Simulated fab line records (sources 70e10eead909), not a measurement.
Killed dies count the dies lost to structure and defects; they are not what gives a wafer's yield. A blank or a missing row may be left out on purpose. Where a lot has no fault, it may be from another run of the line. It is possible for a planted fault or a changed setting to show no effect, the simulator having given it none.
One fault through the eyes of 2 desks + flow nand_harc + only its own numbers are on each desk; what lay behind them is given at the end

THE DEFECT DESK
Per lot, the means of the sampled wafers with a number show what the inspections along the route counted. The brackets show how far a lot's mean lies from the usual mean; more than 4 standard deviations puts the lot out of limits, marked OUT.
Columns: A = raw_defect_count at NHARC_A_M1_INSPECT_27, usual 529
| lot  | first seen here | A   |
|------|-----------------|-----|
| L361 | day 23 13:10    | 579 |
| L359 | day 23 15:32    | 413 |
| L363 | day 24 17:20    | 608 |
| L364 | day 24 21:20    | 436 |
| L367 | day 25 11:22    | 547 |
| L365 | day 25 14:30    | 419 |
| L374 | day 29 04:52    | 618 |
| L373 | day 29 12:26    | 376 |
| L376 | day 31 04:18    | 539 |
| L379 | day 31 14:46    | 579 |
| L380 | day 31 20:39    | 582 |
| L381 | day 31 21:02    | 498 |
| L382 | day 32 10:01    | 461 |
This desk's finding: nothing out of limits on any of the 13 lots.

THE TOOL OWNER'S DESK: rie_diel-13
The tool's own readings at NHARC_A_BONDPAD_ETCH_12 (etches the open film in CHF3/O2, target depth 220 nm, time 110 s): means of the sampled wafers that have a number, for each lot that ran on this tool. The brackets show how far a lot's mean lies from the usual mean; more than 4 standard deviations puts the lot out of limits, marked OUT.
Columns: A = drypump_motor_current_A at NHARC_A_BONDPAD_ETCH_12, usual 5.9 A; B = oes_product_au at NHARC_A_BONDPAD_ETCH_12, usual 0.953 a.u.; C = rf_vpp_V at NHARC_A_BONDPAD_ETCH_12, usual 368.8 V; D = run_length_s at NHARC_A_BONDPAD_ETCH_12, usual 131.3 s; E = showerhead_plenum_p_Torr at NHARC_A_BONDPAD_ETCH_12, usual 2.32 Torr; F = throttle_valve_pct at NHARC_A_BONDPAD_ETCH_12, usual 20.573 %
| lot  | first seen here | A   | B     | C     | D               | E    | F      |
|------|-----------------|-----|-------|-------|-----------------|------|--------|
| L361 | day 23 15:30    | 5.9 | 0.980 | 367.8 | 131.0           | 2.30 | 20.570 |
| L359 | day 23 17:43    | 6.1 | 0.956 | 367.8 | 131.4           | 2.27 | 20.566 |
| L363 | day 24 19:31    | 5.9 | 0.956 | 368.6 | 131.1           | 2.30 | 20.568 |
| L364 | day 24 23:38    | 6.3 | 0.955 | 368.9 | 126.5 (-11) OUT | 2.32 | 20.577 |
| L367 | day 25 13:40    | 6.2 | 0.913 | 367.7 | 126.4 (-11) OUT | 2.32 | 20.569 |
| L365 | day 25 16:49    | 6.1 | 0.951 | 368.6 | 122.3 (-21) OUT | 2.30 | 20.580 |
| L374 | day 29 07:16    | 5.9 | 0.959 | 367.5 | 131.1           | 2.30 | 20.576 |
| L373 | day 29 14:50    | 6.0 | 0.965 | 367.8 | 131.3           | 2.27 | 20.563 |
| L376 | day 31 06:30    | 6.3 | 0.964 | 368.9 | 131.2           | 2.32 | 20.581 |
| L379 | day 31 17:05    | 5.9 | 0.965 | 368.0 | 131.2           | 2.32 | 20.577 |
| L381 | day 31 23:20    | 5.9 | 0.976 | 368.0 | 131.1           | 2.30 | 20.564 |
| L382 | day 32 12:12    | 6.2 | 0.936 | 369.3 | 131.3           | 2.34 | 20.586 |
Finding of this desk: L364, L365, L367 out of limits; the first was L364 at day 24 23:38, on run_length_s at NHARC_A_BONDPAD_ETCH_12. In limits: L361, L359, L363, L374, L373, L376, L379, L381, L382.

BROUGHT TOGETHER
The tool owner's desk could have raised an alarm at day 24 23:38, on L364, L365, L367.
Nothing out of limits was seen by the defect desk.
The defect desk has L364, L365, L367 on record, within its limits.
Of the lots named, all ran NHARC_A_BONDPAD_ETCH_12 on rie_diel-13.

WHAT THE SIMULATOR HAD INSERTED
rie_diel-13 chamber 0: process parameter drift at NHARC_A_BONDPAD_ETCH_12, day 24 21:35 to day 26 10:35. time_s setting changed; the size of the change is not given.
Struck lots among those shown: L364, L365, L367.
Each desk's first reading out of limits, in hours after the fault started: the tool owner's desk, 2.
